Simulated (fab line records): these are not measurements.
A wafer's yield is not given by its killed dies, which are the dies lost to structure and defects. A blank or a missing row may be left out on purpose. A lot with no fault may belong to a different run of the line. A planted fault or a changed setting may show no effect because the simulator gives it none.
The tool behind it: which one? || flow nand-harc || Sampling: 10 lots, 30 wafers, 6 of 1302 route steps

## WHAT EACH GAUGE READ, for each wafer
NHARC_A_CONTACT_INSPECT_71. Usual: raw-defect-count at 80, with a standard deviation of 43.
{"lot": "L114", "measured": "day 22 05:55", "on": "defect-inspect-02", "raw-defect-count": "67 63 67", "flag": ""}
{"lot": "L113", "measured": "day 22 09:02", "on": "defect-inspect-01", "raw-defect-count": "15 23 23", "flag": ""}
{"lot": "L117", "measured": "day 24 12:43", "on": "defect-inspect-01", "raw-defect-count": "144 127 135", "flag": ""}
{"lot": "L119", "measured": "day 24 22:55", "on": "defect-inspect-02", "raw-defect-count": "779 799 817 782 804 804", "flag": "OFF"}
{"lot": "L122", "measured": "day 26 00:16", "on": "defect-inspect-02", "raw-defect-count": "799 729 717 794 720 703", "flag": "OFF"}
{"lot": "L133", "measured": "day 29 18:35", "on": "defect-inspect-02", "raw-defect-count": "145 121 130", "flag": ""}
{"lot": "L132", "measured": "day 29 21:45", "on": "defect-inspect-02", "raw-defect-count": "34 30 36", "flag": ""}
{"lot": "L134", "measured": "day 31 05:05", "on": "defect-inspect-01", "raw-defect-count": "108 112 101", "flag": ""}
{"lot": "L135", "measured": "day 31 06:22", "on": "defect-inspect-01", "raw-defect-count": "18 16 14", "flag": ""}
{"lot": "L136", "measured": "day 31 14:47", "on": "defect-inspect-02", "raw-defect-count": "54 55 56", "flag": ""}

NHARC_END_SORT_01. Usual: killed-at-array 54, standard deviation 21; killed-at-other 0.9, standard deviation 1.1; killed-at-periphery 3.5, standard deviation 2.5; killed-dies 58, standard deviation 21; killed-open 3.3, standard deviation 1.9; killed-short 2.6, standard deviation 1.8.
{"lot": "L119", "measured": "day 29 02:08", "on": "prober-02", "killed-at-array": "148 157 152", "killed-at-other": "1 0 1", "killed-at-periphery": "1 3 7", "killed-dies": "150 160 160", "killed-open": "1 2 6", "killed-short": "3 5 1", "flag": "OFF"}
{"lot": "L122", "measured": "day 29 16:52", "on": "prober-02", "killed-at-array": "141 140 121", "killed-at-other": "0 0 0", "killed-at-periphery": "1 0 2", "killed-dies": "142 140 123", "killed-open": "5 3 6", "killed-short": "2 2 3", "flag": "OFF"}

## WHAT TOOL EACH LOT RAN ON (gives the tool, then ch and the chambers of the sampled wafers, and finally the start)
{"lot": "L114", "NHARC_A_CONTACT_ETCH_96": "rie-diel-06 ch 0,1,2, day 22 00:34 or earlier", "NHARC_A_CONTACT_ETCH_102": "rie-diel-06 ch 0,1, day 22 00:34", "NHARC_A_CONTACT_DEP_58": "pecvd-04 ch 0,2, day 22 05:05", "NHARC_A_CONTACT_ETCH_75": "rie-diel-06 ch 0,1,2, day 22 06:04"}
{"lot": "L113", "NHARC_A_CONTACT_ETCH_96": "rie-diel-06 ch 0,1,2, day 22 02:39 or earlier", "NHARC_A_CONTACT_ETCH_102": "rie-diel-06 ch 1,2,3, day 22 02:39", "NHARC_A_CONTACT_DEP_58": "pecvd-04 ch 0,1,2, day 22 08:22", "NHARC_A_CONTACT_ETCH_75": "rie-diel-06 ch 0,1,3, day 22 09:12"}
{"lot": "L117", "NHARC_A_CONTACT_ETCH_96": "rie-diel-01 ch 1,3, day 24 01:25", "NHARC_A_CONTACT_ETCH_102": "rie-diel-06 ch 0,1,3, day 24 01:49", "NHARC_A_CONTACT_DEP_58": "pecvd-02 ch 1,2, day 24 11:53", "NHARC_A_CONTACT_ETCH_75": "rie-diel-06 ch 0,1,3, day 24 12:53"}
{"lot": "L119", "NHARC_A_CONTACT_ETCH_96": "rie-diel-01 ch 1,2, day 24 15:51 or earlier", "NHARC_A_CONTACT_ETCH_102": "rie-diel-06 ch 1,3, day 24 15:51", "NHARC_A_CONTACT_DEP_58": "pecvd-04 ch 1,2, day 24 22:04", "NHARC_A_CONTACT_ETCH_75": "rie-diel-13 ch 0,2, day 25 06:04"}
{"lot": "L122", "NHARC_A_CONTACT_ETCH_96": "rie-diel-06 ch 0,1, day 25 19:20 or earlier", "NHARC_A_CONTACT_ETCH_102": "rie-diel-06 ch 0,1, day 25 19:20", "NHARC_A_CONTACT_DEP_58": "pecvd-04 ch 1,2, day 25 23:32", "NHARC_A_CONTACT_ETCH_75": "rie-diel-06 ch 0,1,3, day 26 03:01"}
{"lot": "L133", "NHARC_A_CONTACT_ETCH_96": "rie-diel-01 ch 0,1,2, day 29 13:57 or earlier", "NHARC_A_CONTACT_ETCH_102": "rie-diel-06 ch 0,2,3, day 29 13:57", "NHARC_A_CONTACT_DEP_58": "pecvd-04 ch 0,2, day 29 17:55", "NHARC_A_CONTACT_ETCH_75": "rie-diel-06 ch 0,1,3, day 29 18:43"}
{"lot": "L132", "NHARC_A_CONTACT_ETCH_96": "rie-diel-06 ch 0,2, day 29 16:59 or earlier", "NHARC_A_CONTACT_ETCH_102": "rie-diel-06 ch 0,3, day 29 16:59", "NHARC_A_CONTACT_DEP_58": "pecvd-04 ch 0,1, day 29 20:58", "NHARC_A_CONTACT_ETCH_75": "rie-diel-06 ch 0,1,3, day 29 21:56"}
{"lot": "L134", "NHARC_A_CONTACT_ETCH_96": "rie-diel-01 ch 0,1, day 30 23:31 or earlier", "NHARC_A_CONTACT_ETCH_102": "rie-diel-01 ch 0,1, day 30 23:31", "NHARC_A_CONTACT_DEP_58": "pecvd-04 ch 1,2, day 31 04:14", "NHARC_A_CONTACT_ETCH_75": "rie-diel-13 ch 0,1,3, day 31 05:14"}
{"lot": "L135", "NHARC_A_CONTACT_ETCH_96": "rie-diel-06 ch 1,3, day 31 00:22 or earlier", "NHARC_A_CONTACT_ETCH_102": "rie-diel-06 ch 0,2,3, day 31 00:22", "NHARC_A_CONTACT_DEP_58": "pecvd-04 ch 1,2, day 31 05:25", "NHARC_A_CONTACT_ETCH_75": "rie-diel-06 ch 0,2, day 31 06:30"}
{"lot": "L136", "NHARC_A_CONTACT_ETCH_96": "rie-diel-13 ch 0,1,3, day 31 10:10 or earlier", "NHARC_A_CONTACT_ETCH_102": "rie-diel-06 ch 0,3, day 31 10:10", "NHARC_A_CONTACT_DEP_58": "pecvd-04 ch 0,2, day 31 14:04", "NHARC_A_CONTACT_ETCH_75": "rie-diel-13 ch 0,1, day 31 14:56"}
- NHARC_A_CONTACT_ETCH_96: etches the open film in C4F6/O2, target depth 20 nm, time 10 s.
- NHARC_A_CONTACT_ETCH_102: etches the open film in CF4/O2, target depth 100 nm, overetch 10 nm, time 55 s.
- NHARC_A_CONTACT_DEP_58: deposits SiON, target thk 90 nm.
- NHARC_A_CONTACT_ETCH_75: etches the open film in CF4, target depth 39 nm, time 65 s.

## AS READ BY THE TOOLS THEMSELVES (means over the sampled wafers that have a number; for cases with no such wafer, the mark the record gives instead)
NHARC_A_CONTACT_ETCH_96. Usual: drypump-motor-current-A 5.8 A, standard deviation 0.42; mfc-ar-sccm 500.1 sccm, standard deviation 1.4; oes-product-au 0.962 a.u., standard deviation 0.028; rf-vpp-V 545.5 V, standard deviation 2.7; showerhead-plenum-p-Torr 3.86 Torr, standard deviation 0.13; throttle-valve-pct 26.904 %, standard deviation 0.0097.
{"lot": "L114", "tool": "rie-diel-06", "drypump-motor-current-A (A)": 5.7, "mfc-ar-sccm (sccm)": 499.3, "oes-product-au (a.u.)": 0.955, "rf-vpp-V (V)": 543.4, "showerhead-plenum-p-Torr (Torr)": 3.79, "throttle-valve-pct (%)": 26.906, "flag": ""}
{"lot": "L113", "tool": "rie-diel-06", "drypump-motor-current-A (A)": 5.6, "mfc-ar-sccm (sccm)": 500.2, "oes-product-au (a.u.)": 0.978, "rf-vpp-V (V)": 544.6, "showerhead-plenum-p-Torr (Torr)": 3.79, "throttle-valve-pct (%)": 26.907, "flag": ""}
{"lot": "L117", "tool": "rie-diel-01", "drypump-motor-current-A (A)": 5.9, "mfc-ar-sccm (sccm)": 499.8, "oes-product-au (a.u.)": 0.954, "rf-vpp-V (V)": 546.0, "showerhead-plenum-p-Torr (Torr)": 3.91, "throttle-valve-pct (%)": 26.900, "flag": ""}
{"lot": "L119", "tool": "rie-diel-01", "drypump-motor-current-A (A)": 5.7, "mfc-ar-sccm (sccm)": 500.7, "oes-product-au (a.u.)": 1.024, "rf-vpp-V (V)": 546.7, "showerhead-plenum-p-Torr (Torr)": 3.96, "throttle-valve-pct (%)": 26.914, "flag": ""}
{"lot": "L122", "tool": "rie-diel-06", "drypump-motor-current-A (A)": 5.3, "mfc-ar-sccm (sccm)": 500.9, "oes-product-au (a.u.)": 0.957, "rf-vpp-V (V)": 544.6, "showerhead-plenum-p-Torr (Torr)": 3.80, "throttle-valve-pct (%)": 26.914, "flag": ""}
{"lot": "L133", "tool": "rie-diel-01", "drypump-motor-current-A (A)": 5.8, "mfc-ar-sccm (sccm)": 499.0, "oes-product-au (a.u.)": 0.942, "rf-vpp-V (V)": 547.0, "showerhead-plenum-p-Torr (Torr)": 3.91, "throttle-valve-pct (%)": 26.899, "flag": ""}
{"lot": "L132", "tool": "rie-diel-06", "drypump-motor-current-A (A)": 6.0, "mfc-ar-sccm (sccm)": 499.5, "oes-product-au (a.u.)": 0.933, "rf-vpp-V (V)": 543.4, "showerhead-plenum-p-Torr (Torr)": 3.75, "throttle-valve-pct (%)": 26.903, "flag": ""}
{"lot": "L134", "tool": "rie-diel-01", "drypump-motor-current-A (A)": 5.8, "mfc-ar-sccm (sccm)": 500.1, "oes-product-au (a.u.)": 0.946, "rf-vpp-V (V)": 547.2, "showerhead-plenum-p-Torr (Torr)": 3.93, "throttle-valve-pct (%)": 26.903, "flag": ""}
{"lot": "L135", "tool": "rie-diel-06", "drypump-motor-current-A (A)": 5.6, "mfc-ar-sccm (sccm)": 501.2, "oes-product-au (a.u.)": 0.960, "rf-vpp-V (V)": 545.5, "showerhead-plenum-p-Torr (Torr)": 3.84, "throttle-valve-pct (%)": 26.899, "flag": ""}
{"lot": "L136", "tool": "rie-diel-13", "drypump-motor-current-A (A)": 5.5, "mfc-ar-sccm (sccm)": 501.6, "oes-product-au (a.u.)": 0.995, "rf-vpp-V (V)": 546.1, "showerhead-plenum-p-Torr (Torr)": 3.88, "throttle-valve-pct (%)": 26.908, "flag": ""}

NHARC_A_CONTACT_ETCH_102. Usual: drypump-motor-current-A 5.7 A, standard deviation 0.45; mfc-ar-sccm 0.009 sccm, standard deviation 0.012; oes_ar_750_au 1.000 a.u., standard deviation 0.0051; oes_o_777_au 1.000 a.u., standard deviation 0.0045; oes-product-au 0.992 a.u., standard deviation 0.014; rf-vpp-V 197.3 V, standard deviation 1.1; showerhead-plenum-p-Torr 1.31 Torr, standard deviation 0.043; throttle-valve-pct 13.398 %, standard deviation 0.0088.
{"lot": "L114", "tool": "rie-diel-06", "drypump-motor-current-A (A)": 5.7, "mfc-ar-sccm (sccm)": 0.010, "oes_ar_750_au (a.u.)": 0.999, "oes_o_777_au (a.u.)": 0.998, "oes-product-au (a.u.)": 0.997, "rf-vpp-V (V)": 197.3, "showerhead-plenum-p-Torr (Torr)": 1.28, "throttle-valve-pct (%)": 13.403, "flag": ""}
{"lot": "L113", "tool": "rie-diel-06", "drypump-motor-current-A (A)": 5.5, "mfc-ar-sccm (sccm)": 0.010, "oes_ar_750_au (a.u.)": 1.004, "oes_o_777_au (a.u.)": 0.998, "oes-product-au (a.u.)": 0.987, "rf-vpp-V (V)": 196.4, "showerhead-plenum-p-Torr (Torr)": 1.30, "throttle-valve-pct (%)": 13.391, "flag": ""}
{"lot": "L117", "tool": "rie-diel-06", "drypump-motor-current-A (A)": 5.6, "mfc-ar-sccm (sccm)": 0.010, "oes_ar_750_au (a.u.)": 1.005, "oes_o_777_au (a.u.)": 1.003, "oes-product-au (a.u.)": 0.981, "rf-vpp-V (V)": 196.8, "showerhead-plenum-p-Torr (Torr)": 1.30, "throttle-valve-pct (%)": 13.408, "flag": ""}
{"lot": "L119", "tool": "rie-diel-06", "drypump-motor-current-A (A)": 5.5, "mfc-ar-sccm (sccm)": 0.010, "oes_ar_750_au (a.u.)": 0.997, "oes_o_777_au (a.u.)": 0.999, "oes-product-au (a.u.)": 0.975, "rf-vpp-V (V)": 196.7, "showerhead-plenum-p-Torr (Torr)": 1.31, "throttle-valve-pct (%)": 13.387, "flag": ""}
{"lot": "L122", "tool": "rie-diel-06", "drypump-motor-current-A (A)": 5.7, "mfc-ar-sccm (sccm)": 0.010, "oes_ar_750_au (a.u.)": 1.002, "oes_o_777_au (a.u.)": 0.998, "oes-product-au (a.u.)": 0.980, "rf-vpp-V (V)": 196.4, "showerhead-plenum-p-Torr (Torr)": 1.28, "throttle-valve-pct (%)": 13.396, "flag": ""}
{"lot": "L133", "tool": "rie-diel-06", "drypump-motor-current-A (A)": 5.9, "mfc-ar-sccm (sccm)": 0.000, "oes_ar_750_au (a.u.)": 1.005, "oes_o_777_au (a.u.)": 0.998, "oes-product-au (a.u.)": 0.992, "rf-vpp-V (V)": 196.5, "showerhead-plenum-p-Torr (Torr)": 1.29, "throttle-valve-pct (%)": 13.394, "flag": ""}
{"lot": "L132", "tool": "rie-diel-06", "drypump-motor-current-A (A)": 6.0, "mfc-ar-sccm (sccm)": 0.000, "oes_ar_750_au (a.u.)": 0.996, "oes_o_777_au (a.u.)": 1.003, "oes-product-au (a.u.)": 0.996, "rf-vpp-V (V)": 197.1, "showerhead-plenum-p-Torr (Torr)": 1.28, "throttle-valve-pct (%)": 13.402, "flag": ""}
{"lot": "L134", "tool": "rie-diel-01", "drypump-motor-current-A (A)": 5.8, "mfc-ar-sccm (sccm)": 0.021, "oes_ar_750_au (a.u.)": 0.999, "oes_o_777_au (a.u.)": 0.998, "oes-product-au (a.u.)": 0.989, "rf-vpp-V (V)": 198.0, "showerhead-plenum-p-Torr (Torr)": 1.34, "throttle-valve-pct (%)": 13.403, "flag": ""}
{"lot": "L135", "tool": "rie-diel-06", "drypump-motor-current-A (A)": 5.9, "mfc-ar-sccm (sccm)": 0.000, "oes_ar_750_au (a.u.)": 0.998, "oes_o_777_au (a.u.)": 1.006, "oes-product-au (a.u.)": 0.996, "rf-vpp-V (V)": 196.5, "showerhead-plenum-p-Torr (Torr)": 1.29, "throttle-valve-pct (%)": 13.399, "flag": ""}
{"lot": "L136", "tool": "rie-diel-06", "drypump-motor-current-A (A)": 6.0, "mfc-ar-sccm (sccm)": 0.000, "oes_ar_750_au (a.u.)": 1.006, "oes_o_777_au (a.u.)": 0.999, "oes-product-au (a.u.)": 0.997, "rf-vpp-V (V)": 198.1, "showerhead-plenum-p-Torr (Torr)": 1.28, "throttle-valve-pct (%)": 13.396, "flag": ""}

NHARC_A_CONTACT_DEP_58. Usual: heater-power-w at 821 W, with a standard deviation of 74.
{"lot": "L114", "tool": "pecvd-04", "heater-power-w (W)": 813, "flag": ""}
{"lot": "L113", "tool": "pecvd-04", "heater-power-w (W)": 862, "flag": ""}
{"lot": "L117", "tool": "pecvd-02", "heater-power-w (W)": 791, "flag": ""}
{"lot": "L119", "tool": "pecvd-04", "heater-power-w (W)": 886, "flag": ""}
{"lot": "L122", "tool": "pecvd-04", "heater-power-w (W)": 911, "flag": ""}
{"lot": "L133", "tool": "pecvd-04", "heater-power-w (W)": 815, "flag": ""}
{"lot": "L132", "tool": "pecvd-04", "heater-power-w (W)": 862, "flag": ""}
{"lot": "L134", "tool": "pecvd-04", "heater-power-w (W)": 805, "flag": ""}
{"lot": "L135", "tool": "pecvd-04", "heater-power-w (W)": 831, "flag": ""}
{"lot": "L136", "tool": "pecvd-04", "heater-power-w (W)": 814, "flag": ""}

NHARC_A_CONTACT_ETCH_75. Usual: drypump-motor-current-A 5.7 A, standard deviation 0.46; mfc-ar-sccm 0.008 sccm, standard deviation 0.012; oes-product-au 0.992 a.u., standard deviation 0.012; rf-vpp-V 150.9 V, standard deviation 1; showerhead-plenum-p-Torr 1.74 Torr, standard deviation 0.057; throttle-valve-pct 13.283 %, standard deviation 0.0085.
{"lot": "L114", "tool": "rie-diel-06", "drypump-motor-current-A (A)": 5.6, "mfc-ar-sccm (sccm)": 0.010, "oes-product-au (a.u.)": 0.986, "rf-vpp-V (V)": 150.8, "showerhead-plenum-p-Torr (Torr)": 1.71, "throttle-valve-pct (%)": 13.290, "flag": ""}
{"lot": "L113", "tool": "rie-diel-06", "drypump-motor-current-A (A)": 5.6, "mfc-ar-sccm (sccm)": 0.010, "oes-product-au (a.u.)": 0.977, "rf-vpp-V (V)": 150.3, "showerhead-plenum-p-Torr (Torr)": 1.72, "throttle-valve-pct (%)": 13.288, "flag": ""}
{"lot": "L117", "tool": "rie-diel-06", "drypump-motor-current-A (A)": 5.6, "mfc-ar-sccm (sccm)": 0.010, "oes-product-au (a.u.)": 0.973, "rf-vpp-V (V)": 150.9, "showerhead-plenum-p-Torr (Torr)": 1.72, "throttle-valve-pct (%)": 13.285, "flag": ""}
{"lot": "L119", "tool": "rie-diel-13", "drypump-motor-current-A (A)": 5.9, "mfc-ar-sccm (sccm)": 0.004, "oes-product-au (a.u.)": 0.999, "rf-vpp-V (V)": 151.8, "showerhead-plenum-p-Torr (Torr)": 1.82, "throttle-valve-pct (%)": 13.281, "flag": ""}
{"lot": "L122", "tool": "rie-diel-06", "drypump-motor-current-A (A)": 5.6, "mfc-ar-sccm (sccm)": 0.010, "oes-product-au (a.u.)": 0.986, "rf-vpp-V (V)": 150.8, "showerhead-plenum-p-Torr (Torr)": 1.72, "throttle-valve-pct (%)": 13.274, "flag": ""}
{"lot": "L133", "tool": "rie-diel-06", "drypump-motor-current-A (A)": 5.6, "mfc-ar-sccm (sccm)": 0.010, "oes-product-au (a.u.)": 0.989, "rf-vpp-V (V)": 151.0, "showerhead-plenum-p-Torr (Torr)": 1.71, "throttle-valve-pct (%)": 13.282, "flag": ""}
{"lot": "L132", "tool": "rie-diel-06", "drypump-motor-current-A (A)": 5.6, "mfc-ar-sccm (sccm)": 0.010, "oes-product-au (a.u.)": 0.995, "rf-vpp-V (V)": 150.0, "showerhead-plenum-p-Torr (Torr)": 1.71, "throttle-valve-pct (%)": 13.269, "flag": ""}
{"lot": "L134", "tool": "rie-diel-13", "drypump-motor-current-A (A)": 5.5, "mfc-ar-sccm (sccm)": 0.007, "oes-product-au (a.u.)": 0.999, "rf-vpp-V (V)": 150.9, "showerhead-plenum-p-Torr (Torr)": 1.75, "throttle-valve-pct (%)": 13.281, "flag": ""}
{"lot": "L135", "tool": "rie-diel-06", "drypump-motor-current-A (A)": 5.9, "mfc-ar-sccm (sccm)": 0.000, "oes-product-au (a.u.)": 1.001, "rf-vpp-V (V)": 150.7, "showerhead-plenum-p-Torr (Torr)": 1.69, "throttle-valve-pct (%)": 13.279, "flag": ""}
{"lot": "L136", "tool": "rie-diel-13", "drypump-motor-current-A (A)": 5.7, "mfc-ar-sccm (sccm)": 0.014, "oes-product-au (a.u.)": 0.994, "rf-vpp-V (V)": 152.4, "showerhead-plenum-p-Torr (Torr)": 1.80, "throttle-valve-pct (%)": 13.277, "flag": ""}

## THE ANSWER, worked out from the rows above alone
Rule: lot off if the mean of its wafers having a number is beyond 3 standard deviations from the usual mean. Also off: a lot with no number at a reading for which 4 or more lots have one. The other lots that the step has rows for count as sound. After the gauges, taken in route order, come the tools' own readings; for these a lot's mean is taken, as printed above. At the first step where some lot is off, the reading lying furthest off is the one used; lots without a number count as furthest.
Off: L119, L122 (NHARC_A_CONTACT_INSPECT_71, raw-defect-count).
A tool fits if, at a process step before that reading, it ran every lot that is off, and no sound lot after the first of them. The gauges at NHARC_A_CONTACT_INSPECT_71 aren't tried: what is off there is off at NHARC_END_SORT_01 too, on other tools, and a gauge's error can't cause that. With no start given for some of its lots, NHARC_A_CONTACT_ETCH_96 uses the hours and lot order of NHARC_A_CONTACT_ETCH_102. Not one of the candidates tried fits.

## WHAT THE SIMULATOR PUT IN
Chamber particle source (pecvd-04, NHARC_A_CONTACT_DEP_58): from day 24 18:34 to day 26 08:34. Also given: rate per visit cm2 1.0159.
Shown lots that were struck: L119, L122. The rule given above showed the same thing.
